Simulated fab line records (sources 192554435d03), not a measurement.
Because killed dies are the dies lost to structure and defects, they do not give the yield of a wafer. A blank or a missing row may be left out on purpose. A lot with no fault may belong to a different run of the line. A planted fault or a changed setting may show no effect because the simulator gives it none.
Matching of chambers | flow n5_finfet | 4 sister chambers for N5_BEOL_M8_DESCUM_33 on rie_diel-05
The step chemistry O2, time 7 s. 4 wafers are shown with their chamber, then 8 later ones without.

## WAFERS WITH THEIR CHAMBER
wafer  | chamber | throttle_valve_pct (%)
L080.1 | 3       | 20.47
L084.5 | 1       | 20.39
L084.6 | 2       | 19.97
L086.1 | 0       | 20.33

## WAFERS MISSING THEIR CHAMBER
wafer  | throttle_valve_pct (%)
L086.2 | 19.98
L086.3 | 20.50
L091.2 | 20.00
L091.3 | 20.34
L091.6 | 20.39
L095.2 | 20.02
L095.3 | 20.44
L095.4 | 20.38

## CHAMBER TAKEN BY EACH
wafer  | from the rows above     | in truth
L086.2 | 2                       | 2
L086.3 | 3                       | 3
L091.2 | 2                       | 2
L091.3 | can't be placed: 0 or 1 | 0
L091.6 | 1                       | 1
L095.2 | 2                       | 2
L095.3 | can't be placed: 3 or 1 | 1
L095.4 | can't be placed: 1 or 0 | 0
Correctly placed: 5 of 8. Cannot be placed on the basis of these rows: 3; the candidates contain the true chamber in 3. Placed wrongly: 0.
How it was worked out, from the rows above alone: a wafer's distance from a chamber is the root of the sum, over the readings, of the square of ((its reading less the chamber's mean) divided by the reading's scatter). If the next closest chamber is less than 2 further off than the closest, the wafer can't be placed; otherwise it belongs to the closest. Each chamber's mean is taken over the wafers shown for it. The scatter (one wafer shown for each chamber): square how far every hidden wafer sits from the nearest shown wafer, average those squares and take the square root.
